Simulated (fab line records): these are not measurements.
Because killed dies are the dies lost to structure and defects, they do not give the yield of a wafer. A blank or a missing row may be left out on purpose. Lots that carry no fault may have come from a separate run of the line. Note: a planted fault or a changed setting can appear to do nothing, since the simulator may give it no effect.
fab line records	flow nand-harc
record lots=12	wafers=35	last-day=24
route steps=1159 shown A_M1@1047 A_BONDPAD@1073 END@1159
lots with no fault: from the same line, run without faults
start-h: the number of hours between the record's first day and the start of the first shown wafer of the lot	wait-h: hours since the lot's step before	" unchanged from the row above	L1.1+2: a row that stands for several wafers	- no value present, or no start provided	* or withheld: withheld	< > ~ a bound
route shown NAME@n: a module of which the file shows steps, and the number in the route of the first	usual: the fault-free wafers' mean and standard deviation	same: alike in all rows	chamber/n: place in a boat	sites: per-site readings	_std_site: how widely they spread, as a standard deviation	_edge_site: the outer-site mean with the inner-site mean subtracted	radius-mm: for every site, how far away it sits from the centre of the wafer	mask NAME#n: copy n	behind: the tool/chamber that last shaped the wafer	hold: what put the lot on hold/how long, in hours/how the hold closed	device: transistor that didn't switch, given as n, p or np	end of line: the same wafers' tests at the end of the route	for a step that has no rows: nothing shown but its recipe	killed: dies that structure and defects cost at the first sort, which is not the same as the wafer's yield	map: a wafer's dies, marking killed ones x, the rest . and places with no die _
set.NAME: the run value of the setting; set.NAME@STEP: its run value at that earlier step	model.NAME: the simulator's own value behind a step, which no gauge read
one table for each step of the route and one row for each wafer, over a sample of lots
services: when a tool's chamber went out of use (start-h, in hours from the record's first day, below 0 if earlier), for how many hours, and the reason
## steps
# step NHARC_A_M1_PRE_CLEAN_30
# recipe time-s=30	temp-c=280	gas=H2/He
# usual heater-power-w=404/56
# same time-s=30
lot.wafer	tool	chamber	start-h	wait-h	heater-power-w
L148.4	pvd-sputter-02	-	-	-	357
L148.3	"	-	"	"	435
L148.2	"	-	"	"	338
L149.4	pvd-sputter-01	-	-	-	378
L149.3	"	-	"	"	472
L149.6	"	-	"	"	373
L150.1	pvd-sputter-02	-	-	-	341
L150.6	"	-	"	"	344
L150.5	"	-	"	"	348
L153.1	pvd-sputter-01	-	-	-	405
L153.2	"	-	"	"	477
L153.6	"	-	"	"	379
L154.1	pvd-sputter-02	-	-	-	344
L154.3	"	-	"	"	443
L154.6	"	-	"	"	363
L152.4	pvd-sputter-03	-	-	-	300
L152.2	"	-	"	"	457
L152.1	"	-	"	"	443
L158.1	pvd-sputter-01	-	-	-	378
L158.5	"	-	"	"	393
L167.4	pvd-sputter-01	-	-	-	396
L167.1	"	-	"	"	470
L167.3	"	-	"	"	377
L168.4	pvd-sputter-03	-	-	-	317
L168.6	"	-	"	"	308
L168.5	"	-	"	"	417
L169.1	pvd-sputter-01	-	-	-	379
L169.4	"	-	"	"	395
L169.2	"	-	"	"	482
L170.4	pvd-sputter-03	-	-	-	445
L170.3	"	-	"	"	309
L170.6	"	-	"	"	492
L171.1	pvd-sputter-03	-	-	-	483
L171.4	"	-	"	"	456
L171.2	"	-	"	"	307
# step NHARC_A_BONDPAD_OVL_MEAS_35
# usual overlay-x-nm=0/5.6	overlay-y-nm=0/4.6
lot.wafer	tool	chamber	start-h	wait-h	overlay-x-nm	overlay-y-nm
L148.2	overlay-01	-	411.64	-	-4	3
L148.3	"	-	"	"	-4	3
L148.4	"	-	"	"	-4	3
L149.3	overlay-01	-	418.84	-	0	-4
L149.4	"	-	"	"	1	-4
L149.6	"	-	"	"	1	-4
L150.1	overlay-02	-	423.23	-	7	-4
L150.5	"	-	"	"	7	-5
L150.6	"	-	"	"	7	-4
L153.1	overlay-01	-	423.51	-	6	-2
L153.2	"	-	"	"	6	-3
L153.6	"	-	"	"	6	-2
L154.1	overlay-02	-	443.81	-	-4	0
L154.3	"	-	"	"	-4	-1
L154.6	"	-	"	"	-4	-1
L152.1	overlay-02	-	444.81	-	-9	3
L152.2	"	-	"	"	-9	3
L152.4	"	-	"	"	-9	3
L158.1	overlay-02	-	467.70	-	5	1
L158.5	"	-	"	"	5	1
L167.1	overlay-01	-	525.37	-	2	-1
L167.3	"	-	"	"	2	-1
L167.4	"	-	"	"	2	0
L168.4	overlay-01	-	529.70	-	5	7
L168.5	"	-	"	"	4	7
L168.6	"	-	"	"	5	7
L169.1	overlay-02	-	540.02	-	10	-1
L169.2	"	-	"	"	11	-1
L169.4	"	-	"	"	9	-1
L170.3	overlay-02	-	544.57	-	-4	8
L170.4	"	-	"	"	-4	8
L170.6	"	-	"	"	-4	8
L171.1	overlay-01	-	552.87	-	-6	-1
L171.2	"	-	"	"	-5	-1
L171.4	"	-	"	"	-5	-2
# step NHARC_A_BONDPAD_ETCH_12
# recipe target-depth-a=2200	time-s=110	chf3-flow-sccm=50	o2-flow-sccm=10	ar-flow-sccm=200	rf-w=500	bias-w=200	chemistry=CHF3/O2
# usual drypump-motor-current-A=5.7/0.38	oes-product-au=0.955/0.023	rf-fwd-power-W=496.7/1.8	rf-vpp-V=369.7/2.7	run-length-s=131.3/0.43	showerhead-plenum-p-Torr=2.36/0.12	throttle-valve-pct=20.573/0.0093
lot.wafer	tool	chamber	start-h	wait-h	drypump-motor-current-A	oes-product-au	rf-fwd-power-W	rf-hours-counter-h	rf-vpp-V	run-length-s	showerhead-plenum-p-Torr	throttle-valve-pct
L148.2	rie-diel-13	2	411.94	-	6.0	0.938	496.2	21	368.2	131.6	2.31	20.583
L148.3	"	0	"	"	5.2	0.913	499.8	22	367.5	131.6	2.28	20.577
L148.4	"	1	"	"	5.4	0.922	500.0	22	369.8	132.3	2.29	20.571
L149.4	rie-diel-11	1	419.15	-	5.5	0.959	496.8	2	372.0	131.4	2.42	20.575
L149.3	"	3	"	"	6.1	0.970	494.3	2	374.4	130.7	2.56	20.566
L149.6	"	0	"	"	5.6	0.973	496.7	-	367.7	131.6	2.24	20.593
L150.1	rie-diel-01	1	423.53	-	5.1	0.927	497.7	30	366.3	130.9	2.26	20.568
L150.5	"	1	"	"	5.1	0.918	498.0	-	367.8	130.9	2.26	20.565
L150.6	"	2	"	"	6.0	0.926	497.9	-	371.4	131.6	2.45	20.571
L153.2	rie-diel-11	0	423.92	-	5.6	0.958	495.5	2	367.7	131.6	2.24	20.569
L153.1	"	2	"	"	5.6	0.945	494.2	2	366.4	132.1	2.28	20.567
L153.6	"	3	"	"	6.1	0.950	495.5	-	373.2	130.7	2.56	20.575
L154.1	rie-diel-11	3	444.12	-	6.1	0.977	498.4	2	374.6	131.2	2.56	20.561
L154.3	"	0	"	"	5.6	0.987	496.4	2	367.7	131.2	2.24	20.583
L154.6	"	3	"	"	6.1	0.977	-	-	373.4	98.7	2.56	20.574
L152.1	rie-diel-01	0	445.12	-	6.7	0.928	498.8	47	367.3	131.3	2.22	20.549
L152.4	"	1	"	"	5.1	0.920	495.5	39	368.4	130.9	2.26	20.586
L152.2	"	3	"	"	5.4	0.922	495.0	47	369.8	131.0	2.34	20.559
L158.1	rie-diel-11	2	468.04	-	5.6	0.976	494.5	4	367.9	131.5	2.28	20.564
L158.5	"	3	"	"	6.1	0.959	-	-	373.1	98.6	2.56	20.589
L167.3	rie-diel-01	3	525.69	-	5.4	0.917	498.4	11	369.4	130.9	2.33	20.583
L167.1	"	0	"	"	6.7	0.935	497.7	10	375.2	131.7	2.59	20.571
L167.4	"	3	"	"	5.4	0.921	496.9	-	368.6	130.4	2.33	20.570
L168.4	rie-diel-11	1	530.01	-	5.5	0.973	494.9	5	371.0	131.8	2.42	20.584
L168.6	"	0	"	"	5.6	0.974	497.3	-	368.1	130.9	2.24	20.567
L168.5	"	1	"	"	5.5	0.960	497.8	-	370.9	131.4	2.42	20.566
L169.4	rie-diel-11	2	540.33	-	5.6	0.984	496.5	7	367.3	131.9	2.28	20.578
L169.2	"	3	"	"	6.1	0.957	496.4	7	373.2	131.0	2.56	20.565
L169.1	"	0	"	"	5.6	0.964	495.6	6	366.8	131.3	2.24	20.568
L170.3	rie-diel-13	3	545.00	-	5.9	0.931	494.9	17	371.6	131.4	2.45	20.587
L170.4	"	1	"	"	5.5	0.922	500.2	17	368.0	132.2	2.28	20.565
L170.6	"	2	"	"	6.0	0.928	497.4	-	369.1	131.1	2.30	20.584
L171.2	rie-diel-11	3	553.19	-	6.1	0.975	499.8	0	373.4	130.9	2.56	20.553
L171.1	"	0	"	"	5.6	0.950	497.3	0	366.9	131.0	2.24	20.585
L171.4	"	1	"	"	5.5	0.974	496.0	0	371.0	132.0	2.42	20.572
# step NHARC_A_BONDPAD_ANNEAL_28
# recipe temp-c=225	time-s=90
# usual wafer_temp_C_max=225.94/0.25
# same time-s=90
lot.wafer	tool	chamber	start-h	wait-h	wafer_temp_C_max
L148.2	rtp-anneal-01	0	413.52	-	225.80
L148.3	"	0	"	"	225.68
L148.4	"	0	"	"	226.11
L149.3	rtp-anneal-01	0	420.81	-	226.22
L149.4	"	0	"	"	225.83
L149.6	"	0	"	"	225.98
L150.1	rtp-anneal-01	0	425.04	-	225.66
L150.5	"	0	"	"	225.93
L150.6	"	0	"	"	226.09
L153.1	rtp-anneal-02	0	425.42	0.3	226.16
L153.2	"	0	"	"	226.29
L153.6	"	0	"	"	225.93
L154.1	rtp-anneal-01	0	445.61	-	225.66
L154.3	"	0	"	"	225.77
L154.6	"	0	"	"	225.77
L152.1	rtp-anneal-01	0	446.63	-	225.76
L152.2	"	0	"	"	225.67
L152.4	"	0	"	"	225.94
L158.1	rtp-anneal-02	0	469.52	0.3	225.61
L158.5	"	0	"	"	226.19
L167.1	rtp-anneal-02	0	527.49	0.3	226.64
L167.3	"	0	"	"	226.01
L167.4	"	0	"	"	226.14
L168.4	rtp-anneal-02	0	531.84	0.3	225.83
L168.5	"	0	"	"	225.95
L168.6	"	0	"	"	225.98
L169.1	rtp-anneal-02	0	541.82	-	225.84
L169.2	"	0	"	"	226.65
L169.4	"	0	"	"	226.17
L170.3	rtp-anneal-01	0	546.63	0.3	225.75
L170.4	"	0	"	"	226.00
L170.6	"	0	"	"	225.83
L171.1	rtp-anneal-01	0	554.69	-	225.89
L171.2	"	0	"	"	225.87
L171.4	"	0	"	"	225.70
# step NHARC_END_SORT_01
# recipe temp-c=25
# usual defect-limited-yield=95.2/1.6	killed-at-array=29/10	killed-at-other=0.7/1.1	killed-at-periphery=3.2/2.2	killed-dies=33/11	killed-open=3.5/1.8	killed-short=2.0/1.4	sort_bin_2_pct=1.5/0.61	sort_bin_3_pct=0.29/0.22	sort_bin_4_pct=3.1/1.1	sort-n-pass=644/11	sort-rim-yield-pct=95/3.3	sort-yield-pct=95.2/1.6
# same gross-dies=677	sort_bin_5_pct[%]=0	sort_bin_6_pct[%]=0	sort_bin_7_pct[%]=0	sort_bin_8_pct[%]=0	sort-rim-n-gross=106.00
lot.wafer	tool	chamber	start-h	wait-h	defect-limited-yield[%]	killed-at-array	killed-at-other	killed-at-periphery	killed-dies	killed-open	killed-short	sort_bin_2_pct[%]	sort_bin_3_pct[%]	sort_bin_4_pct[%]	sort-n-pass	sort-rim-yield-pct[%]	sort-yield-pct[%]
L154.1	prober-01	0	498.08	2.5	95.4	24	3	4	31	5	0	1.9	0.15	2.5	646	89	95.4
L154.3	prober-01	0	499.68	3.1	94.4	35	2	1	38	2	4	1.6	0.44	3.5	639	94	94.4
L154.6	prober-01	0	502.09	4.0	0	672	1	4	677	6	4	96.6	0.15	3.2	0	0	0
L158.1	prober-01	0	505.93	2.5	96.0	26	1	0	27	3	1	1.2	0	2.8	650	96	96.0
L158.5	prober-01	0	509.11	3.7	0	675	1	1	677	2	3	96.3	0	3.7	0	0	0
# killed by level:class
L154.1 A_SLIT:chamber-film-flake=14 A_SGD_CUT:chamber-film-flake=4 THIN_TSV:chamber-film-flake=3 A_CONTACT:geometric-particle:open=2 P_ZERO_WELL:chamber-film-flake=2 P_STI:geometric-particle:open=1 P_GATE:geometric-particle:open=1 A_WL_FILL:geometric-particle:open=1
L154.3 A_SLIT:chamber-film-flake=18 A_CHANNEL_HOLE_D1:chamber-film-flake=3 A_STAIRCASE:chamber-film-flake=3 A_CONTACT:geometric-particle:short=2 A_SGD_CUT:chamber-film-flake=2 THIN_TSV:chamber-film-flake=2 A_CHANNEL_FILL_D1:geometric-particle:short=1 A_SGD_CUT:geometric-particle:short=1
L154.6 A_BONDPAD:area-etch=646 A_SLIT:chamber-film-flake=12 A_WL_FILL:geometric-particle:short=3 A_CHANNEL_HOLE_D1:chamber-film-flake=3 A_SGD_CUT:chamber-film-flake=2 P_CONTACT:geometric-particle:short=1 P_CONTACT:geometric-particle:open=1 P_M0:geometric-particle:open=1
L158.1 A_CHANNEL_HOLE_D1:chamber-film-flake=12 A_STAIRCASE:chamber-film-flake=4 A_CONTACT:chamber-film-flake=4 A_M0:geometric-particle:open=2 A_SLIT:chamber-film-flake=2 A_CONTACT:geometric-particle:short=1 A_CONTACT:geometric-particle:open=1 THIN_TSV:chamber-film-flake=1
L158.5 A_BONDPAD:area-etch=646 A_CHANNEL_HOLE_D1:chamber-film-flake=14 A_SLIT:chamber-film-flake=5 A_STAIRCASE:chamber-film-flake=3 A_CONTACT:geometric-particle:open=2 A_CONTACT:chamber-film-flake=2 A_ONON_D1:geometric-particle:short=1 A_CHANNEL_FILL_D1:geometric-particle:short=1
## services
tool	chamber	start-h	hours	kind
rie-diel-01	1	385.95	10.3	repair
pvd-sputter-02	-	392.02	10.0	pm
rie-diel-11	0	400.13	-	clean
rie-diel-11	1	400.13	-	clean
rie-diel-11	2	400.13	-	clean
rie-diel-11	3	400.13	-	clean
rie-diel-13	2	401.11	8.7	repair
rie-diel-11	0	424.63	-	clean
rie-diel-11	1	424.63	-	clean
rie-diel-11	2	424.63	-	clean
rie-diel-11	3	424.63	-	clean
rie-diel-11	0	449.13	-	clean
rie-diel-11	1	449.13	-	clean
rie-diel-11	2	449.13	-	clean
rie-diel-13	-	453.26	9.0	pm
rie-diel-11	1	457.94	9.7	repair
pvd-sputter-03	-	458.00	10.0	pm
pvd-sputter-03	-	473.76	3.9	repair
rie-diel-01	-	491.93	9.0	pm
rie-diel-11	1	499.66	4.9	repair
rie-diel-01	2	525.56	1.5	repair
pvd-sputter-01	-	540.14	10.0	pm
rie-diel-11	-	543.63	9.0	pm
rie-diel-13	-	549.30	0.3	repair
## key
first-sign step=NHARC_A_BONDPAD_ETCH_12	reading=run-length-s	direction=down	sigmas=76	usual=*	struck=*
effect step=NHARC_END_SORT_01	reading=sort_bin_2_pct	direction=up	sigmas=99+	usual=1.5	struck=96.5
more-kills-born-at NHARC_A_BONDPAD_ETCH_12@rie-diel-11=1292
met-at NHARC_A_BONDPAD_ETCH_12
struck-lots L154,L158
struck-wafers L154.6,L158.5
later-rows-left-out L154.6,L158.5
not-acting-at NHARC_A_M1_PRE_CLEAN_30,NHARC_A_BONDPAD_OVL_MEAS_35,NHARC_A_BONDPAD_ANNEAL_28
onset-between 423.92 444.12
fault kind=process-parameter-drift	tool=rie-diel-11	chamber=-	onset-h=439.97	steps=NHARC_A_BONDPAD_ETCH_12	channel=time-s	offset=*	shape=step	end-h=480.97	scope=struck-wafers-only	acts-in=*	stated=*
# later-rows-left-out: the simulator's readings of these wafers behind a module that went badly wrong aren't trusted and aren't shown, but for the sort
